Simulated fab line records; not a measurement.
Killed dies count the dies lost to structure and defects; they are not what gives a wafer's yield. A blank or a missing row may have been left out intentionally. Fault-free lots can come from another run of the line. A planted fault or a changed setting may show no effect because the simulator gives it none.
Split-lot study | flow n5-finfet | on a route of 1938 steps: 7 lots, 39 wafers read

== THE SPLIT ==
At N5_ZERO_LAYER_ETCH_18 (etches Si in HBr/Cl2, target depth 120 nm, time 40 s), the setting target-depth-a was moved away from the recipe's 1200 angstrom on 15 of the 39 wafers read, by -56.8% to +48.6%. All remaining wafers had this setting at the recipe value.

Reading taken at the split's own step.

== THE READING ==
coat_of_ZERO_LAYER_COAT_05.thk-nm (the simulator's own value, which no gauge read), in nm, at N5_ZERO_LAYER_ETCH_18 (etches Si in HBr/Cl2, target depth 120 nm, time 40 s). There is no usual value for it anywhere in the file. Here, 24 wafers ran the recipe; their average is 932.5 nm with a standard deviation of 2.8 nm.

wafer  | tool, chamber at the split | target-depth-a as run, angstrom | against the recipe | coat_of_ZERO_LAYER_COAT_05.thk-nm, nm | against lot-mates on the recipe
L074.1 | rie-si-06, 2               | 1783                            | +48.6%             | 915.5                                 | -17.6
L074.2 | rie-si-06, 1               | 1783                            | +48.6%             | 915.5                                 | -17.6
L074.3 | rie-si-06, 0               | 1200                            | recipe             | 935.5                                 | -
L074.4 | rie-si-06, 3               | 1200                            | recipe             | 930.3                                 | -
L074.5 | rie-si-06, 1               | 1200                            | recipe             | 933.4                                 | -
L074.6 | rie-si-06, 0               | 1783                            | +48.6%             | 913.9                                 | -19.2
L083.1 | rie-si-02, 3               | 621.6                           | -48.2%             | 953.7                                 | +18.4
L083.2 | rie-si-02, 1               | 621.6                           | -48.2%             | 955                                   | +19.7
L083.3 | rie-si-02, 0               | 621.6                           | -48.2%             | 955.5                                 | +20.2
L083.4 | rie-si-02, 2               | 1200                            | recipe             | 935.5                                 | -
L083.5 | rie-si-02, 3               | 1200                            | recipe             | 935.8                                 | -
L083.6 | rie-si-02, 0               | 1200                            | recipe             | 934.5                                 | -
L086.1 | rie-si-01, 0               | 1200                            | recipe             | 934.1                                 | -
L086.2 | rie-si-01, 2               | 1200                            | recipe             | 938.1                                 | -
L086.3 | rie-si-01, 3               | 1200                            | recipe             | 933.6                                 | -
L086.4 | rie-si-01, 1               | 1200                            | recipe             | 936.8                                 | -
L086.5 | rie-si-01, 0               | 1200                            | recipe             | 934.2                                 | -
L086.6 | rie-si-01, 1               | 1200                            | recipe             | 933.4                                 | -
L089.1 | rie-si-02, 1               | 518.8                           | -56.8%             | 953.6                                 | +23.1
L089.2 | rie-si-02, 0               | 518.8                           | -56.8%             | 955.3                                 | +24.8
L089.3 | rie-si-02, 3               | 1200                            | recipe             | 932.4                                 | -
L089.4 | rie-si-02, 2               | 1200                            | recipe             | 929.4                                 | -
L089.5 | rie-si-02, 0               | 1200                            | recipe             | 929.6                                 | -
L089.6 | rie-si-02, 3               | 518.8                           | -56.8%             | 953.4                                 | +22.9
L091.3 | rie-si-02, 0               | 1200                            | recipe             | 928.6                                 | -
L091.4 | rie-si-02, 3               | 1200                            | recipe             | 926.2                                 | -
L091.6 | rie-si-02, 1               | 1200                            | recipe             | 930.3                                 | -
L096.1 | rie-si-02, 0               | 1200                            | recipe             | 932.4                                 | -
L096.2 | rie-si-02, 3               | 1200                            | recipe             | 930.2                                 | -
L096.3 | rie-si-02, 1               | 1616                            | +34.7%             | 918                                   | -14.2
L096.4 | rie-si-02, 2               | 1200                            | recipe             | 933.9                                 | -
L096.5 | rie-si-02, 3               | 1616                            | +34.7%             | 917                                   | -15.2
L096.6 | rie-si-02, 2               | 1616                            | +34.7%             | 916.5                                 | -15.7
L097.1 | rie-si-06, 0               | 933.8                           | -22.2%             | 943.5                                 | +12.6
L097.2 | rie-si-06, 2               | 1200                            | recipe             | 931.1                                 | -
L097.3 | rie-si-06, 1               | 933.8                           | -22.2%             | 941                                   | +10.1
L097.4 | rie-si-06, 3               | 1200                            | recipe             | 930.9                                 | -
L097.5 | rie-si-06, 0               | 933.8                           | -22.2%             | 942.9                                 | +12.0
L097.6 | rie-si-06, 1               | 1200                            | recipe             | 930.6                                 | -

THE FIT
A straight line over all 39 wafers: coat_of_ZERO_LAYER_COAT_05.thk-nm changes by -0.405 nm for each +1% of target-depth-a; r = -0.97; the points scatter about the line by 2.6 nm.
The same after taking each lot's own level away (the mean of its wafers on the recipe; 39 wafers): -0.409 nm for each +1%; r = -0.99; scatter 1.6 nm.
Per that fit: largest target-depth-a move, reading shift of 23 nm.
Measured against the standard deviation above, the lots' own levels, which go from 928.37 to 935.27 nm, span 2.5 times it.
The two slopes are in agreement: the lot-to-lot level therefore moves the slope only a little.
Check: for one of the wafers moved furthest among these (-56.8%), held out of the fit, the line's prediction against its lot-mates is +23.5 nm. Against them it came out at +23.1 nm.

== THE WHOLE CHAIN: every reading that the file lists as answering this split, in the file's order ==
step                   | what it does                                         | reading                                                                            | change (the file's fit)              | r (the file's)
N5_ZERO_LAYER_ETCH_18  | etches Si in HBr/Cl2, target depth 120 nm, time 40 s | ZERO_LAYER.feature-depth-nm (the simulator's own value, which no gauge read)       | +1.19 nm for each +1% of the setting | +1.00
N5_ZERO_LAYER_ETCH_18  | etches Si in HBr/Cl2, target depth 120 nm, time 40 s | etch.depth-nm (the simulator's own value, which no gauge read)                     | +1.19 nm for each +1% of the setting | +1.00
N5_ZERO_LAYER_ETCH_18  | etches Si in HBr/Cl2, target depth 120 nm, time 40 s | coat_of_ZERO_LAYER_COAT_05.thk-nm (the simulator's own value, which no gauge read) | -0.41 nm for each +1% of the setting | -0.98
N5_ZERO_LAYER_STRIP_24 | strips in O2                                         | strip-time-to-endpoint-s                                                           | withheld for each +1% of the setting | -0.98

== FILE'S OWN FIT ==
coat_of_ZERO_LAYER_COAT_05.thk-nm changes by -0.41 nm for each +1% of target-depth-a, r = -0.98.
